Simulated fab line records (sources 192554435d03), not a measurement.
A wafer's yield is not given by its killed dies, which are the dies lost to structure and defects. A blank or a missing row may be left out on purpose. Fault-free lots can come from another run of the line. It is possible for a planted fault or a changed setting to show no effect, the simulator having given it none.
fab line records	flow n5Finfet
record: lots: 7	wafers: 21
route steps=1938 shown BEOL_M3@941 BEOL_M4@1070 BEOL_M5@1141 BEOL_M7@1266
startH: the number of hours between the record's first day and the start of the first shown wafer of the lot	waitH: hours elapsed since this lot's preceding step	" identical to the entry in the row above	L1.1+2: one row covering several wafers at once	- no value present, or no start provided	* or withheld: withheld	< > ~ a bound
route shown NAME@n: names a module that has steps shown in the file, with the first one's number in the route	usual: mean/standard deviation taken from wafers without a fault	same: alike in all rows	chamber/n: place in a boat	sites: each site's reading	_std_site: the values' standard deviation	_edge_site: outer sites' mean less inner sites'	radiusMm: for every site, how far away it sits from the centre of the wafer	mask NAME#n: copy n	behind: tool/chamber where the wafer was last shaped	hold: cause of the lot's hold/its duration in hours/its outcome	device: the transistor (n, p or np) that didn't switch	end of line: tests run on the same wafers once the route is complete	for a step that has no rows: nothing shown but its recipe	killed: dies lost to structure and defects at the first sort, not the wafer's yield	map: a wafer's dies, x killed, . not, _ none there
set.NAME: the setting the step ran with; set.NAME@STEP: the setting that earlier step ran with	model.NAME: the simulator's own value behind a step, which no gauge read
one table per step and one row per wafer, for lots whose settings were changed on purpose
== steps ==
step: N5_BEOL_M3_EXPOSE_08
recipe: maskId: M3	na: 0.33	sourceShape: dipole	sigmaInner: 0.369	sigmaOuter: 0.767	polarization: unpolarized	doseMj: 33
lot.wafer	tool	chamber	startH	waitH	mask	set.doseMj
L074.1+3+6	euvScanner-02	0	154.33	-	M3#0	33
L080.2+3+5	euvScanner-01	0	183.85	-	M3#0	33
L091.3+5	euvScanner-02	0	238.27	-	M3#0	33
L091.4	"	0	"	"	M3#0	30.69
L089.2+6	euvScanner-01	0	238.50	-	M3#0	31.07
L089.4	"	0	"	"	M3#0	33
L092.3	euvScanner-01	0	248.38	-	M3#0	33.8
L092.4+6	"	0	"	"	M3#0	33
L093.1+4+5	euvScanner-01	0	255.37	-	M3#0	30.85
L097.1	euvScanner-02	0	286.10	-	M3#0	33
L097.4+5	"	0	"	"	M3#0	34.68
step: N5_BEOL_M3_PEB_09
recipe: pebTempC: 100	pebTimeS: 60	resist: CAR-EUV
step: N5_BEOL_M3_DEVELOP_10
recipe: developTimeS: 30	developer: TMAH	resist: CAR-EUV	rinseLiquid: surfactantRinse	dry: airSpin	devTempC: 23
step: N5_BEOL_M3_CD_MEAS_11
recipe: targetCdNm: 17.05	landingEnergyEv: 500	detector: seInlens	polarity: opening
usual: cdNm: 17.12/0.24
lot.wafer	tool	chamber	startH	waitH	set.doseMj@BEOL_M3_EXPOSE_08	cdNm
L074.1	cdSem-03	0	154.45	-	33	16.71
L074.3	"	0	"	"	33	16.71
L074.6	"	0	"	"	33	17.41
L080.2	cdSem-01	0	183.97	-	33	17.17
L080.3	"	0	"	"	33	17.12
L080.5	"	0	"	"	33	17.00
L091.3	cdSem-02	0	238.38	-	33	17.03
L091.4	"	0	"	"	30.69	15.65
L091.5	"	0	"	"	33	17.09
L089.2	cdSem-02	0	238.62	-	31.07	16.44
L089.4	"	0	"	"	33	17.35
L089.6	"	0	"	"	31.07	16.21
L092.3	cdSem-03	0	248.49	-	33.8	17.67
L092.4	"	0	"	"	33	17.39
L092.6	"	0	"	"	33	16.65
L093.1	cdSem-01	0	255.49	-	30.85	15.42
L093.4	"	0	"	"	30.85	15.43
L093.5	"	0	"	"	30.85	15.56
L097.1	cdSem-02	0	286.23	-	33	17.39
L097.4	"	0	"	"	34.68	18.07
L097.5	"	0	"	"	34.68	17.98
step: N5_BEOL_M3_DESCUM_16
recipe: chemistry: O2	timeS: 7	sourcePowerW: 50	biasPowerW: 20	pressureMtorr: 20	rfFrequencyHz: 2.712e+07	tempC: 40	resist: CAR-EUV	o2FlowSccm: 225
step: N5_BEOL_M3_ETCH_74
recipe: chemistry: N2/H2	target: underlayer	targetDepthA: 65	maskMaterial: CAR-EUV	timeS: 5.2	ionEnergyEv: 200	pressureMtorr: 30	sourceW: 840	biasW: 150	n2FlowSccm: 200	h2FlowSccm: 200	ends: cleared
lot.wafer	tool	chamber	startH	waitH	set.doseMj@BEOL_M3_EXPOSE_08	model.BEOL_M3.cdOffsetNm
L074.1+3	rieDiel-05	0,3	154.61	0.0	33	0
L074.6	"	2	"	"	33	0.2
L080.2	rieDiel-01	1	184.15	0.0	33	0.2
L080.3	"	2	"	"	33	-0.2
L080.5	"	1	"	"	33	0
L091.3	rieDiel-05	1	238.54	0.0	33	0
L091.4	"	2	"	"	30.69	-1.4
L091.5	"	1	"	"	33	-0.2
L089.2+6	rieDiel-01	3,1	238.78	0.0	31.07	-0.8
L089.4	"	2	"	"	33	0.2
L092.3	rieDiel-05	1	248.65	0.0	33.8	0.4
L092.4	"	3	"	"	33	0.2
L092.6	"	2	"	"	33	0
L093.1	rieDiel-04	1	257.14	0.0	30.85	-1.6
L093.4+5	"	0,3	"	"	30.85	-1.4
L097.1	rieDiel-01	3	286.39	0.0	33	0.2
L097.4+5	"	2,3	"	"	34.68	1
step: N5_BEOL_M3_ETCH_63
recipe: chemistry: CF4	target: SiARC	targetDepthA: 156	maskMaterial: CAR-EUV	timeS: 26	ionEnergyEv: 80	pressureMtorr: 40	sourceW: 545	biasW: 36	Ar_flow_sccm: 100	cf4FlowSccm: 100	ends: cleared
lot.wafer	tool	chamber	startH	waitH	set.doseMj@BEOL_M3_EXPOSE_08	model.BEOL_M3.cdOffsetNm
L074.1+3+6	rieDiel-05	0,3,2	154.63	0.0	33	0.2
L080.2+5	rieDiel-01	1	184.17	0.0	33	0.2
L080.3	"	2	"	"	33	-0.2
L091.3	rieDiel-05	1	238.55	0.0	33	0.2
L091.4	"	2	"	"	30.69	-1.4
L091.5	"	1	"	"	33	0
L089.2+6	rieDiel-01	3,1	238.79	0.0	31.07	-0.8
L089.4	"	2	"	"	33	0.4
L092.3	rieDiel-05	1	248.67	0.0	33.8	0.6
L092.4	"	3	"	"	33	0.2
L092.6	"	2	"	"	33	-0.2
L093.1	rieDiel-04	1	257.15	0.0	30.85	-1.8
L093.4+5	"	0,3	"	"	30.85	-1.4
L097.1	rieDiel-01	3	286.40	0.0	33	0.4
L097.4	"	2	"	"	34.68	1
L097.5	"	3	"	"	34.68	1.2
step: N5_BEOL_M3_ETCH_64
recipe: chemistry: N2/H2	target: SOC	targetDepthA: 750	overetchA: 150	maskMaterial: SiARC	tempC: 40	timeS: 112.5	ionEnergyEv: 200	pressureMtorr: 30	sourceW: 840	biasW: 150	n2FlowSccm: 200	h2FlowSccm: 200
lot.wafer	tool	chamber	startH	waitH	set.doseMj@BEOL_M3_EXPOSE_08	model.BEOL_M3.cdOffsetNm
L074.1+6	rieDiel-05	0,2	154.66	0.0	33	0
L074.3	"	3	"	"	33	0.2
L080.2+5	rieDiel-01	1	184.20	0.0	33	0.4
L080.3	"	2	"	"	33	0
L091.3+5	rieDiel-05	1	238.58	0.0	33	0
L091.4	"	2	"	"	30.69	-1.2
L089.2	rieDiel-01	3	238.82	0.0	31.07	-1
L089.4	"	2	"	"	33	0.4
L089.6	"	1	"	"	31.07	-0.6
L092.3	rieDiel-05	1	248.69	0.0	33.8	0.6
L092.4	"	3	"	"	33	0.4
L092.6	"	2	"	"	33	0
L093.1	rieDiel-04	1	257.18	0.0	30.85	-2
L093.4+5	"	0,3	"	"	30.85	-1.6
L097.1	rieDiel-01	3	286.43	0.0	33	0
L097.4	"	2	"	"	34.68	1
L097.5	"	3	"	"	34.68	0.8
step: N5_BEOL_M3_STRIP_65
recipe: chemistry: N2/H2	tempC: 40	n2FlowSccm: 200	h2FlowSccm: 200	rfFrequencyHz: 6e+07
step: N5_BEOL_M3_STRIP_75
recipe: chemistry: N2/H2	tempC: 40	n2FlowSccm: 200	h2FlowSccm: 200	rfFrequencyHz: 6e+07
step: N5_BEOL_M3_HM_OPEN_17
recipe: chemistry: Cl2/BCl3	targetDepthA: 200	overetchA: 60	target: TiN	maskMaterial: SOC	ionEnergyEv: 150	pressureMtorr: 10	icpW: 1000	biasW: 126	Cl2_flow_sccm: 53.25	bcl3FlowSccm: 21.75	Ar_flow_sccm: 25
step: N5_BEOL_M3_STRIP_19
recipe: chemistry: O2	powerW: 400	tempC: 40	pressureMtorr: 30	rfFrequencyHz: 6e+07	biasPowerW: 0	overashFraction: 0.2	o2FlowSccm: 225
step: N5_BEOL_M3_CD_MEAS_18
recipe: pitchNm: 36	targetCdNm: 18
usual: cdNm: 18.1/0.32
lot.wafer	tool	chamber	startH	waitH	set.doseMj@BEOL_M3_EXPOSE_08	cdNm
L074.1	cdSem-01	-	155.02	0.0	33	17.8
L074.3	"	-	"	"	33	18.0
L074.6	"	-	"	"	33	17.4
L080.2	cdSem-01	-	184.55	0.1	33	18.2
L080.3	"	-	"	"	33	18.5
L080.5	"	-	"	"	33	18.8
L091.3	cdSem-03	-	238.96	0.1	33	17.9
L091.4	"	-	"	"	30.69	16.8
L091.5	"	-	"	"	33	18.3
L089.2	cdSem-01	-	239.17	0.1	31.07	17.1
L089.4	"	-	"	"	33	18.5
L089.6	"	-	"	"	31.07	17.5
L092.3	cdSem-02	-	249.05	0.1	33.8	18.4
L092.4	"	-	"	"	33	18.2
L092.6	"	-	"	"	33	18.1
L093.1	cdSem-01	-	257.59	0.0	30.85	16.1
L093.4	"	-	"	"	30.85	16.4
L093.5	"	-	"	"	30.85	16.7
L097.1	cdSem-01	-	286.78	0.0	33	17.7
L097.4	"	-	"	"	34.68	19.3
L097.5	"	-	"	"	34.68	18.4
step: N5_BEOL_M4_TRENCH_ETCH_37
recipe: chemistry: C4F6/O2	targetDepthA: 555.55	target: SiOC	timeS: 29.2	ionEnergyEv: 250	pressureMtorr: 30	sourceW: 355	biasW: 185	Ar_flow_sccm: 300	C4F6_flow_sccm: 10	O2_flow_sccm: 10
usual: rfVppV: 663/12
lot.wafer	tool	chamber	startH	waitH	set.sourceW	rfVppV
L074.1	rieDiel-02	3	-	-	355	662
L074.3	"	0	"	"	411.9	616
L074.6	"	0	"	"	355	668
L080.2	rieDiel-06	2	-	-	355	662
L080.3	"	1	"	"	355	691
L080.5	"	1	"	"	355	691
L091.3	rieDiel-03	3	-	-	355	671
L091.4	"	1	"	"	355	643
L091.5	"	1	"	"	355	641
L089.2	rieDiel-03	1	-	-	355	641
L089.4	"	1	"	"	355	642
L089.6	"	3	"	"	355	671
L092.3	rieDiel-02	2	-	-	355	667
L092.4	"	3	"	"	415.9	609
L092.6	"	0	"	"	415.9	615
L093.1	rieDiel-06	3	-	-	302.1	710
L093.4	"	2	"	"	355	662
L093.5	"	2	"	"	302.1	720
L097.1	rieDiel-06	0	-	-	355	657
L097.4	"	0	"	"	407.7	613
L097.5	"	2	"	"	355	662
step: N5_BEOL_M5_COAT_74
recipe: resist: underlayer	tempC: 205	timeS: 60	spinRpm: 1500	resistThkNm: 5
lot.wafer	tool	chamber	startH	waitH	set.spinRpm
L074.1+3+6	lithoTrack-05	0	-	-	1500
L080.2+3+5	lithoTrack-05	0	-	-	1500
L091.3+4+5	lithoTrack-05	0	-	-	1500
L089.2	lithoTrack-01	0	-	-	1500
L089.4+6	"	0	"	"	1445
L092.3+6	lithoTrack-04	0	-	-	1560
L092.4	"	0	"	"	1500
L093.1+5	lithoTrack-01	0	-	-	1613
L093.4	"	0	"	"	1500
L097.1+4+5	lithoTrack-05	0	-	-	1500
step: N5_BEOL_M5_EXPOSE_25
recipe: maskId: V4	na: 0.33	sourceShape: quasar	sigmaInner: 0.2	sigmaOuter: 0.6	polarization: unpolarized	defocusNm: 10	doseMj: 52.75
lot.wafer	tool	chamber	startH	waitH	mask	set.doseMj
L074.1+3+6	euvScanner-01	0	179.82	-	V4#0	52.75
L080.2+3+5	euvScanner-02	0	212.13	-	V4#0	52.75
L091.3+4+5	euvScanner-02	0	263.01	-	V4#0	52.75
L089.2+4+6	euvScanner-01	0	270.12	-	V4#0	52.75
L092.3+4	euvScanner-01	0	285.63	-	V4#0	52.75
L092.6	"	0	"	"	V4#0	55.02
L093.1	euvScanner-01	0	291.71	-	V4#0	55.14
L093.4+5	"	0	"	"	V4#0	52.75
L097.1+4	euvScanner-01	0	314.76	-	V4#0	52.75
L097.5	"	0	"	"	V4#0	56.64
step: N5_BEOL_M5_PEB_26
recipe: pebTempC: 100	pebTimeS: 60	resist: CAR-EUV
step: N5_BEOL_M5_DEVELOP_27
recipe: developTimeS: 30	developer: TMAH	resist: CAR-EUV	rinseLiquid: surfactantRinse	dry: airSpin	devTempC: 23
step: N5_BEOL_M5_CD_MEAS_28
recipe: targetCdNm: 30.6	landingEnergyEv: 500	detector: seInlens	targetCdYNm: 20	polarity: opening
usual: cdNm: 30.61/0.26
lot.wafer	tool	chamber	startH	waitH	set.doseMj@BEOL_M5_EXPOSE_25	cdNm
L074.1	cdSem-03	0	179.96	-	52.75	30.00
L074.3	"	0	"	"	52.75	30.33
L074.6	"	0	"	"	52.75	30.42
L080.2	cdSem-01	0	212.26	-	52.75	30.54
L080.3	"	0	"	"	52.75	30.12
L080.5	"	0	"	"	52.75	30.14
L091.3	cdSem-01	0	263.13	-	52.75	30.36
L091.4	"	0	"	"	52.75	30.32
L091.5	"	0	"	"	52.75	30.35
L089.2	cdSem-01	0	270.25	-	52.75	30.60
L089.4	"	0	"	"	52.75	30.59
L089.6	"	0	"	"	52.75	30.95
L092.3	cdSem-03	0	285.75	-	52.75	30.92
L092.4	"	0	"	"	52.75	30.84
L092.6	"	0	"	"	55.02	31.78
L093.1	cdSem-01	0	291.85	-	55.14	31.39
L093.4	"	0	"	"	52.75	30.81
L093.5	"	0	"	"	52.75	30.49
L097.1	cdSem-03	0	314.90	-	52.75	30.84
L097.4	"	0	"	"	52.75	30.94
L097.5	"	0	"	"	56.64	32.07
step: N5_BEOL_M5_DESCUM_33
recipe: chemistry: O2	timeS: 7	sourcePowerW: 50	biasPowerW: 20	pressureMtorr: 20	rfFrequencyHz: 2.712e+07	tempC: 40	resist: CAR-EUV	o2FlowSccm: 225
step: N5_BEOL_M5_ETCH_75
recipe: chemistry: N2/H2	target: underlayer	targetDepthA: 65	maskMaterial: CAR-EUV	timeS: 5.2	ionEnergyEv: 200	pressureMtorr: 30	sourceW: 840	biasW: 150	n2FlowSccm: 200	h2FlowSccm: 200	ends: cleared
lot.wafer	tool	chamber	startH	waitH	set.spinRpm@BEOL_M5_COAT_74	model.etch.depthNm
L074.1	rieDiel-01	2	180.24	0.0	1500	4.999
L074.3	"	3	"	"	1500	4.998
L074.6	"	3	"	"	1500	5.005
L080.2	rieDiel-04	3	212.42	0.0	1500	5.007
L080.3	"	1	"	"	1500	4.987
L080.5	"	2	"	"	1500	4.997
L091.3	rieDiel-01	2	263.59	0.0	1500	4.997
L091.4	"	0	"	"	1500	4.993
L091.5	"	1	"	"	1500	4.995
L089.2	rieDiel-04	1	270.41	0.0	1500	5.007
L089.4	"	0	"	"	1445	5.086
L089.6	"	1	"	"	1445	5.08
L092.3	rieDiel-05	2	285.91	0.0	1560	4.89
L092.4	"	1	"	"	1500	4.997
L092.6	"	2	"	"	1560	4.899
L093.1	rieDiel-04	1	292.01	0.0	1613	4.82
L093.4	"	0	"	"	1500	5.011
L093.5	"	0	"	"	1613	4.822
L097.1+5	rieDiel-05	2,0	315.06	0.0	1500	5.022
L097.4	"	1	"	"	1500	5.021
step: N5_BEOL_M7_PECVD_70
recipe: material: SiO2	targetThkA: 200	tempC: 400	precursor: TEOS/O2	pressureTorr: 5.5	rfW: 450	teosFlowSccm: 53.8	gas: O2	flowSccm: 3000	timeS: 22.7
lot.wafer	tool	chamber	startH	waitH	set.tempC	model.SiO2_of_BEOL_M7_PECVD_70.thkNm
L074.1	pecvd-01	0	197.72	0.0	392.2	20.8
L074.3	"	1	"	"	400	19.4
L074.6	"	1	"	"	392.2	20.6
L080.2+5	pecvd-02	0	229.10	0.0	400	20.2
L080.3	"	1	"	"	400	20
L091.3	pecvd-03	0	281.11	0.0	400	19.8
L091.4+5	"	0,1	"	"	400	20
L089.2+6	pecvd-02	2	285.84	0.1	405.2	19
L089.4	"	1	"	"	400	20
L092.3	pecvd-01	1	303.86	0.1	416.2	17.4
L092.4	"	0	"	"	400	19.8
L092.6	"	1	"	"	416.2	17.6
L093.1+5	pecvd-02	0,2	311.45	0.0	400	19.6
L093.4	"	0	"	"	400	20.2
L097.1	pecvd-01	0	332.55	0.0	394.4	20.8
L097.4	"	1	"	"	400	20.2
L097.5	"	0	"	"	394.4	21
== key ==
split: step: N5_BEOL_M3_EXPOSE_08	setting: doseMj	stated: 33	by: wafer
response: step: N5_BEOL_M3_CD_MEAS_11	reading: cdNm	change: +0.18	per: 1%	r: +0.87
response: step: N5_BEOL_M3_ETCH_74	reading: model.BEOL_M3.cdOffsetNm	change: +0.172	per: 1%	r: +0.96
response: step: N5_BEOL_M3_ETCH_63	reading: model.BEOL_M3.cdOffsetNm	change: +0.196	per: 1%	r: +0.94
response: step: N5_BEOL_M3_ETCH_64	reading: model.BEOL_M3.cdOffsetNm	change: +0.182	per: 1%	r: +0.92
response: step: N5_BEOL_M3_CD_MEAS_18	reading: cdNm	change: +0.196	per: 1%	r: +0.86
split: step: N5_BEOL_M4_TRENCH_ETCH_37	setting: sourceW	stated: 355	by: wafer
response: step: N5_BEOL_M4_TRENCH_ETCH_37	reading: rfVppV	change: -3.23	per: 1%	r: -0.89
split: step: N5_BEOL_M5_COAT_74	setting: spinRpm	stated: 1500	by: wafer
response: step: N5_BEOL_M5_ETCH_75	reading: model.etch.depthNm	change: -0.0247	per: 1%	r: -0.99
split: step: N5_BEOL_M5_EXPOSE_25	setting: doseMj	stated: 52.75	by: wafer
response: step: N5_BEOL_M5_CD_MEAS_28	reading: cdNm	change: +0.171	per: 1%	r: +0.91
split: step: N5_BEOL_M7_PECVD_70	setting: tempC	stated: 400	by: wafer
response: step: N5_BEOL_M7_PECVD_70	reading: model.SiO2_of_BEOL_M7_PECVD_70.thkNm	change: -0.592	per: 1%	r: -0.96
